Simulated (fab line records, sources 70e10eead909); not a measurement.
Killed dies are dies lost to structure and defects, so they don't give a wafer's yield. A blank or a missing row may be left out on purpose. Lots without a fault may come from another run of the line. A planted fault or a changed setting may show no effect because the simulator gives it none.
Which tool did it? | flow nand_harc | 24 lots, 72 wafers sampled, at 6 steps of a route of 1302

WHAT THE GAUGES READ, wafer by wafer
The record holds no reading of a measuring or inspecting step that can be judged against a usual standard deviation.

WHICH TOOL RAN EACH LOT (tool, then ch and the chambers of the sampled wafers, then the start)
lot  | NHARC_A_WL_FILL_ETCHBACK_26      | NHARC_A_WL_FILL_CMP_12        | NHARC_A_CONTACT_DEP_24          | NHARC_A_CONTACT_ETCH_48            | NHARC_A_CONTACT_ETCH_115             | NHARC_A_CONTACT_ETCH_123
L074 | rie_si-05 ch 0,1,2, day 21 14:40 | cmp-04 ch 0,3, day 21 15:18   | pecvd-02 ch 0,1, day 21 15:56   | rie_diel-08 ch 0,1,2, day 21 23:52 | har_cap_etch-02 ch 0,1, day 22 02:19 | har_cap_etch-02 ch 0,1, day 22 03:41
L075 | rie_si-04 ch 0,1,2, day 21 17:16 | cmp-02 ch 0,2,3, day 21 17:58 | pecvd-03 ch 0,1,2, day 21 18:31 | rie_diel-11 ch 0,3, day 22 01:01   | har_cap_etch-03 ch 0,1, day 22 03:48 | har_cap_etch-03 ch 0,1, day 22 05:10
L076 | rie_si-01 ch 2,3, day 21 20:41   | cmp-04 ch 0,2,3, day 21 21:28 | pecvd-03 ch 0,1,2, day 21 22:00 | rie_diel-09 ch 1,2,3, day 22 03:47 | har_cap_etch-02 ch 0,1, day 22 06:16 | har_cap_etch-02 ch 0,1, day 22 07:46
L077 | rie_si-05 ch 2,3, day 22 09:38   | cmp-03 ch 0,1,2, day 22 10:17 | pecvd-03 ch 1,2, day 22 10:54   | rie_diel-08 ch 1,3, day 22 17:40   | har_cap_etch-03 ch 0,1, day 22 20:10 | har_cap_etch-03 ch 0,1, day 22 21:39
L078 | rie_si-05 ch 0,1,2, day 23 15:00 | cmp-04 ch 0,2, day 23 15:41   | pecvd-03 ch 0,1,2, day 23 16:17 | rie_diel-09 ch 0,2,3, day 24 00:52 | har_cap_etch-03 ch 0,1, day 24 03:21 | har_cap_etch-03 ch 0,1, day 24 04:47
L079 | rie_si-01 ch 0,2,3, day 23 15:02 | cmp-02 ch 1,2, day 23 15:44   | pecvd-02 ch 0,2, day 23 16:35   | rie_diel-09 ch 0,3, day 24 04:22   | har_cap_etch-01 ch 0,1, day 24 06:50 | har_cap_etch-01 ch 0,1, day 24 08:16
L081 | rie_si-05 ch 1,2,3, day 24 02:01 | cmp-02 ch 1,2,3, day 24 02:42 | pecvd-01 ch 0,1,2, day 24 03:13 | rie_diel-08 ch 0,1,2, day 24 11:11 | har_cap_etch-03 ch 0,1, day 24 13:53 | har_cap_etch-03 ch 0,1, day 24 15:42
L080 | rie_si-05 ch 0,1,2, day 24 06:05 | cmp-02 ch 0,3, day 24 06:44   | pecvd-01 ch 0,1, day 24 07:16   | rie_diel-09 ch 0,2,3, day 24 15:31 | har_cap_etch-02 ch 0,1, day 24 18:02 | har_cap_etch-02 ch 0,1, day 24 19:27
L082 | rie_si-04 ch 0,2,3, day 24 06:05 | cmp-04 ch 0,1,2, day 24 06:52 | pecvd-02 ch 0,1,2, day 24 07:28 | rie_diel-11 ch 0,1,3, day 24 16:04 | har_cap_etch-01 ch 0,1, day 24 18:32 | har_cap_etch-01 ch 0,1, day 24 19:58
L083 | rie_si-04 ch 0,3, day 25 03:48   | cmp-04 ch 2,3, day 25 04:28   | pecvd-01 ch 0,1, day 25 05:11   | rie_diel-09 ch 1,3, day 25 11:44   | har_cap_etch-01 ch 0,1, day 25 14:35 | har_cap_etch-01 ch 0,1, day 25 16:04
L086 | rie_si-01 ch 0,1,3, day 25 03:49 | cmp-03 ch 0,1,2, day 25 04:26 | pecvd-03 ch 0,2, day 25 04:58   | rie_diel-11 ch 0,1, day 25 10:50   | har_cap_etch-03 ch 0,1, day 25 13:16 | har_cap_etch-03 ch 0,1, day 25 14:38
L085 | rie_si-01 ch 0,1,3, day 25 10:35 | cmp-03 ch 0,1,3, day 25 11:22 | pecvd-02 ch 1,2, day 25 11:56   | rie_diel-09 ch 0,2,3, day 25 18:03 | har_cap_etch-01 ch 0,1, day 25 20:32 | har_cap_etch-01 ch 0,1, day 25 21:53
L084 | rie_si-05 ch 0,2,3, day 25 10:36 | cmp-03 ch 0,3, day 25 11:14   | pecvd-03 ch 0,2, day 25 11:50   | rie_diel-11 ch 0,1,3, day 25 17:36 | har_cap_etch-02 ch 0,1, day 25 20:10 | har_cap_etch-02 ch 0,1, day 25 21:32
L087 | rie_si-04 ch 0,2,3, day 25 23:54 | cmp-04 ch 0,2,3, day 26 00:36 | pecvd-01 ch 0,1,2, day 26 01:16 | rie_diel-09 ch 0,2,3, day 26 11:30 | har_cap_etch-01 ch 0,1, day 26 14:00 | har_cap_etch-01 ch 0,1, day 26 15:29
L089 | rie_si-01 ch 0,1,2, day 27 11:08 | cmp-02 ch 1,2,3, day 27 12:42 | pecvd-01 ch 0,1,2, day 27 13:13 | rie_diel-09 ch 0,2,3, day 27 20:36 | har_cap_etch-01 ch 0,1, day 27 23:04 | har_cap_etch-01 ch 0,1, day 28 00:25
L088 | rie_si-04 ch 0,3, day 27 11:10   | cmp-03 ch 1,2, day 27 12:34   | pecvd-03 ch 1,2, day 27 13:13   | rie_diel-11 ch 1,2,3, day 27 20:26 | har_cap_etch-02 ch 0,1, day 27 22:55 | har_cap_etch-02 ch 0,1, day 28 00:46
L090 | rie_si-05 ch 0,2,3, day 27 14:21 | cmp-03 ch 0,1,2, day 27 15:01 | pecvd-02 ch 0,1, day 27 15:32   | rie_diel-11 ch 1,3, day 27 23:47   | har_cap_etch-03 ch 0,1, day 28 02:16 | har_cap_etch-03 ch 0,1, day 28 03:38
L091 | rie_si-05 ch 2,3, day 29 02:41   | cmp-03 ch 0,2,3, day 29 03:24 | pecvd-02 ch 1,2, day 29 04:01   | rie_diel-09 ch 2,3, day 29 11:26   | har_cap_etch-02 ch 0,1, day 29 13:55 | har_cap_etch-02 ch 0,1, day 29 15:40
L092 | rie_si-01 ch 1,2,3, day 29 02:41 | cmp-02 ch 0,1,2, day 29 03:22 | pecvd-03 ch 0,1,2, day 29 03:52 | rie_diel-08 ch 2,3, day 29 11:15   | har_cap_etch-01 ch 0,1, day 29 13:42 | har_cap_etch-01 ch 0,1, day 29 15:04
L093 | rie_si-04 ch 0,1,3, day 29 12:30 | cmp-04 ch 0,2,3, day 29 13:10 | pecvd-03 ch 0,1,2, day 29 13:42 | rie_diel-11 ch 0,1,2, day 29 19:30 | har_cap_etch-03 ch 0,1, day 29 22:17 | har_cap_etch-03 ch 0,1, day 29 23:39
L094 | rie_si-05 ch 1,3, day 29 15:37   | cmp-04 ch 0,1,3, day 29 16:19 | pecvd-03 ch 0,1,2, day 29 16:53 | rie_diel-11 ch 0,2, day 30 01:32   | har_cap_etch-02 ch 0,1, day 30 04:02 | har_cap_etch-02 ch 0,1, day 30 05:52
L095 | rie_si-04 ch 1,2, day 29 15:37   | cmp-02 ch 1,2,3, day 29 16:26 | pecvd-01 ch 0,2, day 29 16:56   | rie_diel-09 ch 0,1,2, day 30 01:58 | har_cap_etch-03 ch 0,1, day 30 04:24 | har_cap_etch-03 ch 0,1, day 30 05:46
L097 | rie_si-05 ch 0,1,3, day 30 07:53 | cmp-02 ch 1,2,3, day 30 08:40 | pecvd-01 ch 0,1, day 30 09:12   | rie_diel-09 ch 2,3, day 30 16:57   | har_cap_etch-03 ch 0,1, day 30 19:24 | har_cap_etch-03 ch 0,1, day 30 20:46
L096 | rie_si-01 ch 0,1,3, day 30 14:11 | cmp-03 ch 1,2, day 30 14:59   | pecvd-03 ch 0,1, day 30 15:46   | rie_diel-11 ch 2,3, day 30 21:32   | har_cap_etch-03 ch 0,1, day 31 00:28 | har_cap_etch-03 ch 0,1, day 31 01:58
- NHARC_A_WL_FILL_ETCHBACK_26: etches the open film in HBr, target depth 52 nm, time 13.3 s.
- NHARC_A_WL_FILL_CMP_12: polishes, t overpolish 30 s, target thk 100 nm.
- NHARC_A_CONTACT_DEP_24: deposits SiO2, target thk 500 nm.
- NHARC_A_CONTACT_ETCH_48: etches the open film in CF4, target depth 39 nm, time 65 s.
- NHARC_A_CONTACT_ETCH_115: etches the open film in C4F8/O2/Ar, time 190 s, target depth 1850 nm.
- NHARC_A_CONTACT_ETCH_123: etches the open film in C4F8/O2/Ar, time 490 s, target depth 2110 nm.

WHAT THE TOOLS THEMSELVES READ (means of the sampled wafers that have a number; where no wafer has one, the mark that the record gives instead)
NHARC_A_WL_FILL_ETCHBACK_26.
lot  | tool      | drypump_motor_current_A (A) | oes_product_au (a.u.) | throttle_valve_pct (%)
L074 | rie_si-05 | 6.1                         | 0.993                 | 23.268
L075 | rie_si-04 | 5.9                         | 0.999                 | 23.274
L076 | rie_si-01 | 5.4                         | 1.005                 | 23.269
L077 | rie_si-05 | 6.0                         | 0.995                 | 23.265
L078 | rie_si-05 | 6.1                         | 0.985                 | 23.261
L079 | rie_si-01 | 5.4                         | 1.002                 | 23.254
L081 | rie_si-05 | 6.1                         | 0.986                 | 23.267
L080 | rie_si-05 | 6.1                         | 0.985                 | 23.250
L082 | rie_si-04 | 5.6                         | 0.999                 | 23.269
L083 | rie_si-04 | 5.3                         | 1.010                 | 23.269
L086 | rie_si-01 | 5.5                         | 1.001                 | 23.269
L085 | rie_si-01 | 5.5                         | 0.998                 | 23.276
L084 | rie_si-05 | 6.0                         | 0.998                 | 23.267
L087 | rie_si-04 | 5.5                         | 1.010                 | 23.272
L089 | rie_si-01 | 5.6                         | 1.005                 | 23.267
L088 | rie_si-04 | 5.2                         | 1.009                 | 23.265
L090 | rie_si-05 | 6.0                         | 0.987                 | 23.261
L091 | rie_si-05 | 5.7                         | 1.000                 | 23.267
L092 | rie_si-01 | 5.4                         | 0.997                 | 23.270
L093 | rie_si-04 | 5.6                         | 0.999                 | 23.268
L094 | rie_si-05 | 6.3                         | 0.998                 | 23.264
L095 | rie_si-04 | 6.3                         | 1.004                 | 23.264
L097 | rie_si-05 | 6.4                         | 0.995                 | 23.265
L096 | rie_si-01 | 5.5                         | 1.003                 | 23.260

NHARC_A_WL_FILL_CMP_12.
lot  | tool   | motor_current_A (A) | overpolish_run_s (s) | time_to_endpoint_s (s)
L074 | cmp-04 | 11.7                | 30.001               | 19.0
L075 | cmp-02 | 12.3                | 29.994               | 20.1
L076 | cmp-04 | 12.4                | 30.015               | 21.0
L077 | cmp-03 | 12.8                | 30.003               | 18.7
L078 | cmp-04 | 11.6                | 29.998               | 21.4
L079 | cmp-02 | 12.9                | 30.010               | 24.4
L081 | cmp-02 | 12.0                | 30.006               | 21.9
L080 | cmp-02 | 11.5                | 29.998               | 19.0
L082 | cmp-04 | 12.3                | 30.003               | 21.5
L083 | cmp-04 | 13.1                | 30.001               | 23.1
L086 | cmp-03 | 12.1                | 29.999               | 20.9
L085 | cmp-03 | 12.2                | 30.008               | 19.2
L084 | cmp-03 | 12.3                | 29.998               | 20.6
L087 | cmp-04 | 12.6                | 29.999               | 22.4
L089 | cmp-02 | 12.4                | 30.006               | 21.2
L088 | cmp-03 | 12.0                | 29.996               | 22.6
L090 | cmp-03 | 12.8                | 29.997               | 24.6
L091 | cmp-03 | 11.9                | 30.005               | 19.1
L092 | cmp-02 | 12.5                | 30.004               | 20.6
L093 | cmp-04 | 12.5                | 29.997               | 21.5
L094 | cmp-04 | 11.6                | 29.998               | 18.4
L095 | cmp-02 | 12.3                | 30.005               | 19.9
L097 | cmp-02 | 12.3                | 30.001               | 20.5
L096 | cmp-03 | 12.3                | 30.000               | 17.7

NHARC_A_CONTACT_DEP_24.
lot  | tool     | flow_sccm (sccm) | heater_power_w (W) | throttle_valve_pct (%)
L074 | pecvd-02 | 2649             | 596                | 15.6
L075 | pecvd-03 | 2650             | 562                | 16.4
L076 | pecvd-03 | 2634             | 537                | 16.4
L077 | pecvd-03 | 2646             | 528                | 17.1
L078 | pecvd-03 | 2651             | 544                | 16.6
L079 | pecvd-02 | 2639             | 496                | 16.0
L081 | pecvd-01 | 2655             | 547                | 16.0
L080 | pecvd-01 | 2644             | 564                | 15.8
L082 | pecvd-02 | 2656             | 545                | 16.0
L083 | pecvd-01 | 2651             | 480                | 15.8
L086 | pecvd-03 | 2644             | 638                | 16.3
L085 | pecvd-02 | 2649             | 572                | 16.1
L084 | pecvd-03 | 2651             | 683                | 16.2
L087 | pecvd-01 | 2653             | 548                | 16.0
L089 | pecvd-01 | 2655             | 529                | 16.3
L088 | pecvd-03 | 2660             | 563                | 16.8
L090 | pecvd-02 | 2650             | 644                | 15.5
L091 | pecvd-02 | 2647             | 650                | 15.9
L092 | pecvd-03 | 2653             | 533                | 16.3
L093 | pecvd-03 | 2656             | 581                | 16.3
L094 | pecvd-03 | 2653             | 591                | 16.3
L095 | pecvd-01 | 2646             | 585                | 16.4
L097 | pecvd-01 | 2653             | 558                | 15.9
L096 | pecvd-03 | 2648             | 485                | 16.5

NHARC_A_CONTACT_ETCH_48.
lot  | tool        | drypump_motor_current_A (A) | oes_product_au (a.u.) | rf_vpp_V (V) | showerhead_plenum_p_Torr (Torr) | throttle_valve_pct (%)
L074 | rie_diel-08 | 5.3                         | 0.997                 | 151.5        | 1.74                            | 13.287
L075 | rie_diel-11 | 5.6                         | 1.005                 | 150.7        | 1.74                            | 13.289
L076 | rie_diel-09 | 5.8                         | 1.002                 | 149.6        | 1.65                            | 13.291
L077 | rie_diel-08 | 5.7                         | 1.011                 | 150.5        | 1.68                            | 13.286
L078 | rie_diel-09 | 5.7                         | 1.009                 | 150.6        | 1.72                            | 13.282
L079 | rie_diel-09 | 5.9                         | 0.997                 | 150.9        | 1.73                            | 13.287
L081 | rie_diel-08 | 5.3                         | 1.010                 | 151.4        | 1.74                            | 13.283
L080 | rie_diel-09 | 5.7                         | 1.010                 | 150.3        | 1.72                            | 13.282
L082 | rie_diel-11 | 5.7                         | 0.996                 | 150.9        | 1.73                            | 13.294
L083 | rie_diel-09 | 6.0                         | 0.995                 | 149.0        | 1.65                            | 13.284
L086 | rie_diel-11 | 5.6                         | 0.992                 | 150.7        | 1.75                            | 13.276
L085 | rie_diel-09 | 5.7                         | 1.004                 | 151.5        | 1.72                            | 13.281
L084 | rie_diel-11 | 5.7                         | 0.997                 | 150.9        | 1.73                            | 13.296
L087 | rie_diel-09 | 5.7                         | 0.999                 | 150.8        | 1.72                            | 13.284
L089 | rie_diel-09 | 5.7                         | 1.002                 | 150.3        | 1.72                            | 13.280
L088 | rie_diel-11 | 6.0                         | 1.010                 | 150.2        | 1.70                            | 13.290
L090 | rie_diel-11 | 5.8                         | 0.997                 | 150.5        | 1.71                            | 13.284
L091 | rie_diel-09 | 5.8                         | 0.998                 | 149.5        | 1.65                            | 13.286
L092 | rie_diel-08 | 6.0                         | 1.001                 | 150.2        | 1.70                            | 13.281
L093 | rie_diel-11 | 5.9                         | 1.006                 | 150.3        | 1.71                            | 13.285
L094 | rie_diel-11 | 5.8                         | 1.002                 | 151.0        | 1.72                            | 13.288
L095 | rie_diel-09 | 5.5                         | 0.997                 | 152.0        | 1.80                            | 13.283
L097 | rie_diel-09 | 5.8                         | 0.999                 | 150.2        | 1.65                            | 13.286
L096 | rie_diel-11 | 6.2                         | 1.009                 | 150.5        | 1.68                            | 13.279

THE ANSWER, worked out from the rows above alone
Rule: what is usual is taken from the lots themselves. Put in order of their means at a reading, lots are off if they are a third of the lots or fewer, leave a main group of 4 or more, and stand apart from it by a gap of 3 or more times the standard deviation of the main group's means; of several such gaps the widest counts. A main group whose means are all the same, to the digits that the tables above print for the reading, isn't used. A lot without any number at a reading at which 4 lots or more have one is off too. The other lots that the step has rows for count as sound. The gauges are gone through in route order, then the tools' own readings, and for those a lot's mean is taken as printed above. The first step at which some lot is off is used, and at that step the reading that is off furthest; a lot without a number counts as furthest.
No lot is off at any reading shown: from this, nothing can be told.

WHAT THE SIMULATOR HAD PUT IN
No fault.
